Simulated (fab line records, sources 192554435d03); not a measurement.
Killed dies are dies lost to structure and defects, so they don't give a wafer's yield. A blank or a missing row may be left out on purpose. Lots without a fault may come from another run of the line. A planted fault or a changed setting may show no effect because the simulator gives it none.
fab line records | flow n5_finfet
record lots=7 wafers=21
route steps=1938 shown WELL_APT@21 PMOS_HMC_CHANNEL_EPI@59 FIN_SAQP@98 FIN_CUT@155 DUMMY_GATE@234
start_h: hours from the record's first day to the start of the lot's first wafer shown | wait_h: hours since the lot's step before | " the same as in the row above | L1.1+2: a row that stands for several wafers | - no value, or no start given | * or withheld: withheld | < > ~ a bound
route shown NAME@n: a module of which the file shows steps, and the number in the route of the first | usual: mean/standard deviation of fault-free wafers | same: alike in all rows | chamber/n: place in a boat | sites: the reading at each site | _std_site: their standard deviation | _edge_site: outer sites' mean less inner sites' | radius_mm: how far each site lies from the wafer's centre | mask NAME#n: copy n | behind: the tool/chamber that last shaped the wafer | hold: why the lot was held/for how many hours/how that ended | device: the transistor (n, p or np) that didn't switch | end of line: the same wafers' tests at the end of the route | a step without rows: its recipe alone | killed: dies lost to structure and defects at the first sort, not the wafer's yield | map: a wafer's dies, x killed, . not, _ none there
set.NAME: the setting as run; set.NAME@STEP: as run at that earlier step | model.NAME: the simulator's own value behind a step, which no gauge read
lots whose settings were changed on purpose; a table a step, a row a wafer
## steps
# step N5_WELL_APT_COAT_02
# recipe spin_rpm=1357 resist_thk_nm=950
# columns lot.wafer tool chamber start_h wait_h set.spin_rpm model.coat_of_WELL_APT_COAT_02.thk_nm
L076.2 litho_track-03 0 - - 1357 947.3
L076.4 " 0 " " 1357 949.3
L076.5 " 0 " " 1226 998.5
L078.1 litho_track-02 0 - - 1357 947.4
L078.3 " 0 " " 1357 951.5
L078.4 " 0 " " 1357 944.9
L083.1 litho_track-02 0 - - 1357 953.1
L083.5 " 0 " " 1357 957.3
L083.6 " 0 " " 1357 951.2
L090.4 litho_track-03 0 - - 1357 952.4
L090.5 " 0 " " 1296 973.7
L090.6 " 0 " " 1296 974.1
L092.1 litho_track-02 0 - - 1357 946.3
L092.3 " 0 " " 1357 943.3
L092.6 " 0 " " 1357 946.5
L093.1 litho_track-03 0 - - 1408 933.5
L093.2 " 0 " " 1408 934.6
L093.3 " 0 " " 1357 952.4
L097.3 litho_track-01 0 - - 1357 952.1
L097.4 " 0 " " 1442 925.6
L097.5 " 0 " " 1357 956.1
# step N5_PMOS_HMC_CHANNEL_EPI_COAT_03
# recipe resist=CAR-ArF-block spin_rpm=1500 resist_thk_nm=205
# columns lot.wafer tool chamber start_h wait_h set.spin_rpm model.CAR-ArF-block_of_PMOS_HMC_CHANNEL_EPI_COAT_03.thk_nm
L076.2 litho_track-05 0 - - 1500 204.8
L076.4 " 0 " " 1500 204.4
L076.5 " 0 " " 1500 204
L078.1 litho_track-05 0 - - 1500 205.7
L078.3 " 0 " " 1500 205.4
L078.4 " 0 " " 1500 205.1
L083.1+5 litho_track-04 0 - - 1500 205.1
L083.6 " 0 " " 1500 205
L090.4 litho_track-04 0 - - 1567 200.3
L090.5 " 0 " " 1567 200.4
L090.6 " 0 " " 1500 205
L092.1 litho_track-03 0 - - 1602 199.3
L092.3 " 0 " " 1500 206.5
L092.6 " 0 " " 1500 206.3
L093.1 litho_track-05 0 - - 1500 204.9
L093.2 " 0 " " 1500 205.3
L093.3 " 0 " " 1500 205.2
L097.3 litho_track-05 0 - - 1500 204.5
L097.4 " 0 " " 1500 204.3
L097.5 " 0 " " 1500 204.1
# step N5_PMOS_HMC_CHANNEL_EPI_DEVELOP_08
# recipe develop_time_s=30 developer=TMAH resist=CAR-ArF-block dev_temp_c=23 rinse_liquid=diw dry=air_spin
# columns lot.wafer tool chamber start_h wait_h set.develop_time_s
L076.2+4 litho_track-03 0 - - 30
L076.5 " 0 " " 36.11
L078.1+3+4 litho_track-05 0 - - 30
L083.1+5 litho_track-04 0 - - 30
L083.6 " 0 " " 26.04
L090.4 litho_track-04 0 - - 30
L090.5+6 " 0 " " 33.56
L092.1+6 litho_track-03 0 - - 36.49
L092.3 " 0 " " 30
L093.1+2+3 litho_track-03 0 - - 30
L097.3+5 litho_track-04 0 - - 30
L097.4 " 0 " " 35.27
# step N5_PMOS_HMC_CHANNEL_EPI_DESCUM_14
# recipe chemistry=O2 time_s=7.9 source_power_w=50 bias_power_w=20 pressure_mtorr=20 rf_frequency_hz=2.712e+07 temp_c=40 resist=CAR-ArF-block o2_flow_sccm=225
# step N5_PMOS_HMC_CHANNEL_EPI_ETCH_32
# recipe chemistry=N2/H2 target=BARC stop_on=SiO2 target_depth_a=858 over_etch_frac=0.3 time_s=50.3 ion_energy_ev=200 mask_material=CAR-ArF-block pressure_mtorr=30 source_w=840 bias_w=150 n2_flow_sccm=200 h2_flow_sccm=200
# columns lot.wafer tool chamber start_h wait_h set.spin_rpm@PMOS_HMC_CHANNEL_EPI_COAT_03 model.CAR-ArF-block_of_PMOS_HMC_CHANNEL_EPI_COAT_03.thk_nm
L076.2 rie_diel-01 3 29.53 0.0 1500 132.2
L076.4 " 2 " " 1500 131.5
L076.5 " 3 " " 1500 131
L078.1 rie_diel-01 3 41.46 0.0 1500 132.8
L078.3 " 0 " " 1500 131.2
L078.4 " 0 " " 1500 130.5
L083.1 rie_diel-02 3 71.64 0.0 1500 134.8
L083.5 " 3 " " 1500 134.7
L083.6 " 0 " " 1500 131.4
L090.4 rie_diel-02 2 114.51 0.0 1567 127.5
L090.5 " 0 " " 1567 126.9
L090.6 " 3 " " 1500 134.4
L092.1 rie_diel-01 0 125.60 0.0 1602 126.2
L092.3 " 1 " " 1500 135.8
L092.6 " 0 " " 1500 132.8
L093.1 rie_diel-02 0 130.97 0.0 1500 130.9
L093.2 " 1 " " 1500 130.7
L093.3 " 2 " " 1500 132
L097.3 rie_diel-02 3 155.74 0.0 1500 134.8
L097.4 " 0 " " 1500 130.7
L097.5 " 0 " " 1500 131
# step N5_FIN_SAQP_PECVD_47
# recipe material=a-Si target_thk_a=450 temp_c=400 precursor=SiH4/He pressure_torr=3 rf_w=100 time_s=36.3
# columns lot.wafer tool chamber start_h wait_h set.time_s model.a-Si_of_FIN_SAQP_PECVD_47.thk_nm
L076.2 pecvd-02 1 32.90 0.0 36.3 44.49
L076.4 " 1 " " 38.43 48.13
L076.5 " 2 " " 36.3 45.07
L078.1 pecvd-04 0 44.83 0.0 36.3 45.07
L078.3 " 2 " " 36.3 45.01
L078.4 " 2 " " 36.3 45.55
L083.1 pecvd-03 1 76.95 0.0 39.28 48.44
L083.5 " 2 " " 36.3 45.74
L083.6 " 0 " " 36.3 45.72
L090.4 pecvd-02 2 118.17 0.1 33.42 42.19
L090.5 " 1 " " 36.3 45.57
L090.6 " 0 " " 33.42 43.03
L092.1 pecvd-02 1 129.59 0.0 38.76 48.65
L092.3 " 2 " " 38.76 47.96
L092.6 " 0 " " 36.3 45.6
L093.1 pecvd-04 0 134.85 0.0 36.3 45.14
L093.2 " 1 " " 38.22 47.7
L093.3 " 1 " " 36.3 45.88
L097.3 pecvd-03 1 159.20 0.0 36.3 44.42
L097.4 " 0 " " 36.3 45.24
L097.5 " 1 " " 36.3 45.03
# step N5_FIN_SAQP_DEVELOP_15
# recipe develop_time_s=30 developer=TMAH resist=CAR-ArF dev_temp_c=23 rinse_liquid=diw dry=air_spin
# columns lot.wafer tool chamber start_h wait_h set.develop_time_s
L076.2 litho_track-01 0 - - 30
L076.4+5 " 0 " " 24.18
L078.1+3+4 litho_track-01 0 - - 30
L083.1+6 litho_track-02 0 - - 33.08
L083.5 " 0 " " 30
L090.4+5 litho_track-01 0 - - 30
L090.6 " 0 " " 28.17
L092.1+6 litho_track-05 0 - - 23.75
L092.3 " 0 " " 30
L093.1+3 litho_track-01 0 - - 28.06
L093.2 " 0 " " 30
L097.3 litho_track-05 0 - - 30
L097.4+5 " 0 " " 35.95
# step N5_FIN_SAQP_ETCH_57
# recipe chemistry=CH3F/O2 target=SiNx mask_material=SiO2 target_depth_a=325 time_s=46.4 pressure_mtorr=30 source_w=395 bias_w=73 Ar_flow_sccm=150 CH3F_flow_sccm=30 O2_flow_sccm=20 ion_energy_ev=120 ends=cleared
# step N5_FIN_SAQP_ETCH_65
# recipe chemistry=CF4 target=SiO2 target_depth_a=40 ion_energy_ev=350 time_s=4.4 pressure_mtorr=10 icp_w=800 bias_w=400 cf4_flow_sccm=80
# step N5_FIN_SAQP_MANDREL_ETCH_58
# recipe chemistry=HBr/Cl2 target=a-Si target_depth_a=450 bt_time_s=10 stop_on=SiNx mask_material=SiO2 over_etch_frac=0.8 time_s=27 pressure_mtorr=10 icp_w=800 bias_w=75 HBr_flow_sccm=150 Cl2_flow_sccm=80 ends=end_point
# columns lot.wafer tool chamber start_h wait_h set.time_s@FIN_SAQP_PECVD_47 model.etch.depth_nm
L076.2 rie_si-02 0 36.29 0.0 36.3 44.49
L076.4 " 3 " " 38.43 48.13
L076.5 " 1 " " 36.3 45.07
L078.1 rie_si-03 2 47.90 0.0 36.3 45.07
L078.3 " 1 " " 36.3 45.01
L078.4 " 3 " " 36.3 45.55
L083.1 rie_si-03 1 80.45 0.0 39.28 48.44
L083.5 " 0 " " 36.3 45.74
L083.6 " 3 " " 36.3 45.72
L090.4 rie_si-03 0 121.13 0.0 33.42 42.19
L090.5 " 1 " " 36.3 45.57
L090.6 " 0 " " 33.42 43.03
L092.1 rie_si-03 3 133.24 0.0 38.76 48.65
L092.3 " 2 " " 38.76 47.96
L092.6 " 1 " " 36.3 45.6
L093.1 rie_si-03 3 138.08 0.0 36.3 45.14
L093.2 " 1 " " 38.22 47.7
L093.3 " 0 " " 36.3 45.88
L097.3 rie_si-03 0 162.33 0.0 36.3 44.42
L097.4 " 3 " " 36.3 45.24
L097.5 " 3 " " 36.3 45.03
# step N5_FIN_CUT_COAT_19
# recipe resist=SiARC temp_c=220 time_s=60 spin_rpm=1500 resist_thk_nm=20
# columns lot.wafer tool chamber start_h wait_h set.spin_rpm model.SiARC_of_FIN_CUT_COAT_19.thk_nm
L076.2+4+5 litho_track-02 0 - - 1500 20
L078.1+3+4 litho_track-02 0 - - 1500 20
L083.1 litho_track-02 0 - - 1371 21
L083.5 " 0 " " 1371 20.8
L083.6 " 0 " " 1500 20
L090.4+6 litho_track-04 0 - - 1436 20.4
L090.5 " 0 " " 1500 20
L092.1+3+6 litho_track-03 0 - - 1500 20
L093.1 litho_track-02 0 - - 1565 19.6
L093.2+3 " 0 " " 1500 20
L097.3+4 litho_track-02 0 - - 1500 20
L097.5 " 0 " " 1500 19.8
# step N5_FIN_CUT_EXPOSE_05
# recipe mask_id=FIN_CUT na=0.33 source_shape=annular sigma_inner=0.35 sigma_outer=0.8 polarization=unpolarized dose_mj=45.75
# columns lot.wafer tool chamber start_h wait_h mask set.dose_mj
L076.2 euv_scanner-02 0 38.91 - FIN_CUT#0 45.75
L076.4+5 " 0 " " FIN_CUT#0 47.68
L078.1+3+4 euv_scanner-02 0 50.19 - FIN_CUT#0 45.75
L083.1 euv_scanner-01 0 82.86 - FIN_CUT#0 48.89
L083.5+6 " 0 " " FIN_CUT#0 45.75
L090.4 euv_scanner-01 0 126.77 - FIN_CUT#0 46.85
L090.5+6 " 0 " " FIN_CUT#0 45.75
L092.1+3 euv_scanner-01 0 135.39 - FIN_CUT#0 42.38
L092.6 " 0 " " FIN_CUT#0 45.75
L093.1+3 euv_scanner-01 0 140.57 - FIN_CUT#0 43.65
L093.2 " 0 " " FIN_CUT#0 45.75
L097.3+4+5 euv_scanner-02 0 164.46 - FIN_CUT#0 45.75
# step N5_FIN_CUT_PEB_06
# recipe peb_temp_c=100 peb_time_s=60 resist=CAR-EUV
# step N5_FIN_CUT_DEVELOP_07
# recipe develop_time_s=30 developer=TMAH resist=CAR-EUV rinse_liquid=surfactant_rinse dry=air_spin dev_temp_c=23
# step N5_FIN_CUT_CD_MEAS_08
# recipe target_cd_nm=29.1 landing_energy_ev=500 detector=se_inlens polarity=opening
# usual cd_nm=29.13/0.25
# columns lot.wafer tool chamber start_h wait_h set.dose_mj@FIN_CUT_EXPOSE_05 cd_nm
L076.2 cd_sem-03 0 39.04 - 45.75 29.14
L076.4 " 0 " " 47.68 29.97
L076.5 " 0 " " 47.68 30.04
L078.1 cd_sem-01 0 50.32 - 45.75 29.24
L078.3 " 0 " " 45.75 29.03
L078.4 " 0 " " 45.75 28.81
L083.1 cd_sem-02 0 83.00 - 48.89 30.40
L083.5 " 0 " " 45.75 29.15
L083.6 " 0 " " 45.75 29.63
L090.4 cd_sem-03 0 126.88 - 46.85 29.84
L090.5 " 0 " " 45.75 29.03
L090.6 " 0 " " 45.75 29.39
L092.1 cd_sem-01 0 135.52 - 42.38 27.90
L092.3 " 0 " " 42.38 27.95
L092.6 " 0 " " 45.75 28.74
L093.1 cd_sem-02 0 140.70 - 43.65 28.81
L093.2 " 0 " " 45.75 29.43
L093.3 " 0 " " 43.65 28.46
L097.3 cd_sem-01 0 164.58 - 45.75 29.09
L097.4 " 0 " " 45.75 29.48
L097.5 " 0 " " 45.75 29.21
# step N5_FIN_CUT_DESCUM_13
# recipe chemistry=O2 time_s=7 source_power_w=50 bias_power_w=20 pressure_mtorr=20 rf_frequency_hz=2.712e+07 temp_c=40 resist=CAR-EUV o2_flow_sccm=225
# step N5_FIN_CUT_ETCH_30
# recipe chemistry=N2/H2 target=underlayer target_depth_a=130 mask_material=CAR-EUV time_s=10.4 ion_energy_ev=200 pressure_mtorr=30 source_w=840 bias_w=150 n2_flow_sccm=200 h2_flow_sccm=200 ends=cleared
# columns lot.wafer tool chamber start_h wait_h set.dose_mj@FIN_CUT_EXPOSE_05 model.FIN_CUT.cd_offset_nm
L076.2 rie_diel-01 3 39.19 0.0 45.75 0
L076.4 " 2 " " 47.68 1
L076.5 " 3 " " 47.68 0.8
L078.1+4 rie_diel-02 1,2 50.48 0.0 45.75 -0.2
L078.3 " 3 " " 45.75 0
L083.1 rie_diel-02 0 83.16 0.0 48.89 1
L083.5 " 3 " " 45.75 0.2
L083.6 " 2 " " 45.75 0.4
L090.4 rie_diel-02 3 127.03 0.0 46.85 0.6
L090.5 " 3 " " 45.75 0.2
L090.6 " 2 " " 45.75 0
L092.1 rie_diel-02 1 135.74 0.0 42.38 -1.2
L092.3 " 0 " " 42.38 -1.4
L092.6 " 0 " " 45.75 -0.2
L093.1+3 rie_diel-01 3,2 140.86 0.0 43.65 -0.6
L093.2 " 0 " " 45.75 0.2
L097.3+4 rie_diel-01 2,0 164.73 0.0 45.75 0.2
L097.5 " 3 " " 45.75 -0.2
# step N5_FIN_CUT_ETCH_20
# recipe chemistry=CF4 target=SiARC target_depth_a=260 mask_material=CAR-EUV time_s=43.3 ion_energy_ev=80 pressure_mtorr=40 source_w=545 bias_w=36 Ar_flow_sccm=100 cf4_flow_sccm=100 ends=cleared
# columns lot.wafer tool chamber start_h wait_h set.spin_rpm@FIN_CUT_COAT_19 set.dose_mj@FIN_CUT_EXPOSE_05 model.etch.depth_nm model.FIN_CUT.cd_offset_nm
L076.2 rie_diel-01 3 39.21 0.0 1500 45.75 19.93 0
L076.4 " 2 " " 1500 47.68 19.94 1
L076.5 " 3 " " 1500 47.68 19.97 0.8
L078.1 rie_diel-02 1 50.50 0.0 1500 45.75 19.95 0.2
L078.3 " 3 " " 1500 45.75 19.93 0.2
L078.4 " 2 " " 1500 45.75 19.97 -0.2
L083.1 rie_diel-02 0 83.18 0.0 1371 48.89 20.91 1.4
L083.5 " 3 " " 1371 45.75 20.89 0.4
L083.6 " 2 " " 1500 45.75 19.99 0.2
L090.4 rie_diel-02 3 127.05 0.0 1436 46.85 20.43 0.8
L090.5 " 3 " " 1500 45.75 19.99 0.2
L090.6 " 2 " " 1436 45.75 20.42 0
L092.1 rie_diel-02 1 135.76 0.0 1500 42.38 20.08 -1
L092.3 " 0 " " 1500 42.38 19.99 -1.2
L092.6 " 0 " " 1500 45.75 20.07 0
L093.1 rie_diel-01 3 140.88 0.0 1565 43.65 19.62 -0.8
L093.2 " 0 " " 1500 45.75 19.93 0.2
L093.3 " 2 " " 1500 43.65 20.03 -0.4
L097.3+4 rie_diel-01 2,0 164.75 0.0 1500 45.75 19.94 0.4
L097.5 " 3 " " 1500 45.75 19.88 -0.2
# step N5_FIN_CUT_ETCH_21
# recipe chemistry=N2/H2 target=SOC target_depth_a=2190 overetch_a=438 mask_material=SiARC temp_c=40 ion_energy_ev=100 bias_w=61 time_s=523.5 pressure_mtorr=30 source_w=850 n2_flow_sccm=200 h2_flow_sccm=200
# columns lot.wafer tool chamber start_h wait_h set.spin_rpm@FIN_CUT_COAT_19 set.dose_mj@FIN_CUT_EXPOSE_05 model.SiARC_of_FIN_CUT_COAT_19.thk_nm model.FIN_CUT.cd_offset_nm
L076.2 rie_diel-01 3 39.25 0.0 1500 45.75 11.8 -0.4
L076.4 " 2 " " 1500 47.68 11.8 0.6
L076.5 " 3 " " 1500 47.68 12 0.2
L078.1 rie_diel-02 1 50.54 0.0 1500 45.75 11.8 0.2
L078.3 " 3 " " 1500 45.75 12.2 0.4
L078.4 " 2 " " 1500 45.75 12 0.8
L083.1 rie_diel-02 0 83.21 0.0 1371 48.89 12.8 1.8
L083.5 " 3 " " 1371 45.75 13.2 0.2
L083.6 " 2 " " 1500 45.75 11.8 0.6
L090.4 rie_diel-02 3 127.09 0.0 1436 46.85 12.6 1
L090.5 " 3 " " 1500 45.75 12.2 0.2
L090.6 " 2 " " 1436 45.75 12.4 0
L092.1 rie_diel-02 1 135.79 0.0 1500 42.38 12 -1.8
L092.3 " 0 " " 1500 42.38 11.8 -1
L092.6 " 0 " " 1500 45.75 11.8 0.2
L093.1 rie_diel-01 3 140.92 0.0 1565 43.65 11.4 -1
L093.2 " 0 " " 1500 45.75 11.6 0.2
L093.3 " 2 " " 1500 43.65 11.8 -0.6
L097.3 rie_diel-01 2 164.79 0.0 1500 45.75 11.8 0
L097.4 " 0 " " 1500 45.75 11.8 0.2
L097.5 " 3 " " 1500 45.75 11.8 -0.6
# step N5_FIN_CUT_STRIP_23
# recipe chemistry=N2/H2 temp_c=40 n2_flow_sccm=200 h2_flow_sccm=200 rf_frequency_hz=6e+07
# step N5_FIN_CUT_STRIP_31
# recipe chemistry=N2/H2 temp_c=40 n2_flow_sccm=200 h2_flow_sccm=200 rf_frequency_hz=6e+07
# step N5_FIN_CUT_STRIP_24
# recipe chemistry=CF4 resist=SiARC power_w=300 bias_power_w=75 pressure_mtorr=50 cf4_flow_sccm=150 rf_frequency_hz=6e+07
# step N5_FIN_CUT_CUT_ETCH_26
# recipe chemistry=CH3F/O2 target=SiNx target_depth_a=390 mask_material=SOC time_s=55.7 pressure_mtorr=30 source_w=395 bias_w=73 Ar_flow_sccm=150 CH3F_flow_sccm=30 O2_flow_sccm=20 ion_energy_ev=120
# columns lot.wafer tool chamber start_h wait_h set.dose_mj@FIN_CUT_EXPOSE_05 model.FIN_CUT.cd_offset_nm
L076.2 rie_diel-01 3 39.60 0.0 45.75 -0.4
L076.4 " 2 " " 47.68 0.6
L076.5 " 3 " " 47.68 0.2
L078.1 rie_diel-02 1 50.88 0.0 45.75 0.2
L078.3 " 3 " " 45.75 0.4
L078.4 " 2 " " 45.75 0.8
L083.1 rie_diel-02 0 83.56 0.0 48.89 1.8
L083.5 " 3 " " 45.75 0.2
L083.6 " 2 " " 45.75 0.6
L090.4 rie_diel-02 3 127.44 0.0 46.85 0.8
L090.5 " 3 " " 45.75 0.2
L090.6 " 2 " " 45.75 0
L092.1 rie_diel-02 1 136.14 0.0 42.38 -1.8
L092.3 " 0 " " 42.38 -1
L092.6 " 0 " " 45.75 0.2
L093.1 rie_diel-01 3 141.26 0.0 43.65 -1
L093.2 " 0 " " 45.75 0.2
L093.3 " 2 " " 43.65 -0.4
L097.3+4 rie_diel-01 2,0 165.14 0.0 45.75 0
L097.5 " 3 " " 45.75 -0.6
# step N5_FIN_CUT_CUT_ETCH_27
# recipe chemistry=CHF3/O2 target=SiO2 target_depth_a=40 mask_material=SOC overetch_a=20 time_s=4.9 pressure_mtorr=30 source_w=650 bias_w=170 Ar_flow_sccm=200 CHF3_flow_sccm=50 O2_flow_sccm=5 ion_energy_ev=200
# columns lot.wafer tool chamber start_h wait_h set.dose_mj@FIN_CUT_EXPOSE_05 model.FIN_CUT.cd_offset_nm
L076.2 rie_diel-01 3 39.64 0.0 45.75 -0.6
L076.4 " 2 " " 47.68 0.6
L076.5 " 3 " " 47.68 0.2
L078.1 rie_diel-02 1 50.93 0.0 45.75 0.2
L078.3 " 3 " " 45.75 0.4
L078.4 " 2 " " 45.75 0.8
L083.1 rie_diel-02 0 83.60 0.0 48.89 1.8
L083.5 " 3 " " 45.75 0
L083.6 " 2 " " 45.75 0.6
L090.4 rie_diel-02 3 127.48 0.0 46.85 0.8
L090.5 " 3 " " 45.75 0.2
L090.6 " 2 " " 45.75 0
L092.1 rie_diel-02 1 136.18 0.0 42.38 -1.8
L092.3 " 0 " " 42.38 -1
L092.6 " 0 " " 45.75 0.2
L093.1 rie_diel-01 3 141.31 0.0 43.65 -1
L093.2 " 0 " " 45.75 0.4
L093.3 " 2 " " 43.65 -0.4
L097.3 rie_diel-01 2 165.18 0.0 45.75 0
L097.4 " 0 " " 45.75 0.2
L097.5 " 3 " " 45.75 -0.6
# step N5_DUMMY_GATE_DESCUM_20
# recipe chemistry=O2 time_s=6.2 source_power_w=50 bias_power_w=20 pressure_mtorr=20 rf_frequency_hz=2.712e+07 temp_c=40 resist=CAR-EUV o2_flow_sccm=225
# columns lot.wafer tool chamber start_h wait_h set.time_s model.CAR-EUV_of_DUMMY_GATE_COAT_09.thk_nm
L076.2+5 rie_diel-01 2,1 58.39 0.2 6.2 26.6
L076.4 " 0 " " 6.696 26.4
L078.1+3+4 rie_diel-01 3,2,0 70.39 0.0 6.2 26.6
L083.1+5 rie_diel-02 2,0 101.62 0.0 6.2 26.4
L083.6 " 3 " " 7.496 25.8
L090.4 rie_diel-06 0 145.58 0.3 4.981 27
L090.5 " 0 " " 6.2 26.4
L090.6 " 1 " " 6.2 26.2
L092.1+3+6 rie_diel-06 0,1,0 154.51 0.0 6.2 26.4
L093.1+2 rie_diel-06 3,2 159.14 0.0 5.549 26.8
L093.3 " 0 " " 6.2 26.4
L097.3 rie_diel-01 2 183.57 0.0 4.992 27.2
L097.4 " 0 " " 4.992 27.4
L097.5 " 3 " " 6.2 26.6
## key
split step=N5_WELL_APT_COAT_02 setting=spin_rpm stated=1357 by=wafer
response step=N5_WELL_APT_COAT_02 reading=model.coat_of_WELL_APT_COAT_02.thk_nm change=-4.96 per=1% r=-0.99
split step=N5_PMOS_HMC_CHANNEL_EPI_COAT_03 setting=spin_rpm stated=1500 by=wafer
response step=N5_PMOS_HMC_CHANNEL_EPI_COAT_03 reading=model.CAR-ArF-block_of_PMOS_HMC_CHANNEL_EPI_COAT_03.thk_nm change=-1.05 per=1% r=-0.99
response step=N5_PMOS_HMC_CHANNEL_EPI_ETCH_32 reading=model.CAR-ArF-block_of_PMOS_HMC_CHANNEL_EPI_COAT_03.thk_nm change=-1.32 per=1% r=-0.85
split step=N5_PMOS_HMC_CHANNEL_EPI_DEVELOP_08 setting=develop_time_s stated=30 by=wafer
response none clear
split step=N5_FIN_SAQP_PECVD_47 setting=time_s stated=36.3 by=wafer
response step=N5_FIN_SAQP_PECVD_47 reading=model.a-Si_of_FIN_SAQP_PECVD_47.thk_nm change=+0.399 per=1% r=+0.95
response step=N5_FIN_SAQP_MANDREL_ETCH_58 reading=model.etch.depth_nm change=+0.399 per=1% r=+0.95
split step=N5_FIN_SAQP_DEVELOP_15 setting=develop_time_s stated=30 by=wafer
response none clear
split step=N5_FIN_CUT_COAT_19 setting=spin_rpm stated=1500 by=wafer
response step=N5_FIN_CUT_COAT_19 reading=model.SiARC_of_FIN_CUT_COAT_19.thk_nm change=-0.101 per=1% r=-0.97
response step=N5_FIN_CUT_ETCH_20 reading=model.etch.depth_nm change=-0.101 per=1% r=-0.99
response step=N5_FIN_CUT_ETCH_21 reading=model.SiARC_of_FIN_CUT_COAT_19.thk_nm change=-0.116 per=1% r=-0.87
split step=N5_FIN_CUT_EXPOSE_05 setting=dose_mj stated=45.75 by=wafer
response step=N5_FIN_CUT_CD_MEAS_08 reading=cd_nm change=+0.149 per=1% r=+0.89
response step=N5_FIN_CUT_ETCH_30 reading=model.FIN_CUT.cd_offset_nm change=+0.148 per=1% r=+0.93
response step=N5_FIN_CUT_ETCH_20 reading=model.FIN_CUT.cd_offset_nm change=+0.17 per=1% r=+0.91
response step=N5_FIN_CUT_ETCH_21 reading=model.FIN_CUT.cd_offset_nm change=+0.216 per=1% r=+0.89
response step=N5_FIN_CUT_CUT_ETCH_26 reading=model.FIN_CUT.cd_offset_nm change=+0.209 per=1% r=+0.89
response step=N5_FIN_CUT_CUT_ETCH_27 reading=model.FIN_CUT.cd_offset_nm change=+0.226 per=1% r=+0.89
split step=N5_DUMMY_GATE_DESCUM_20 setting=time_s stated=6.2 by=wafer
response step=N5_DUMMY_GATE_DESCUM_20 reading=model.CAR-EUV_of_DUMMY_GATE_COAT_09.thk_nm change=-0.0332 per=1% r=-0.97
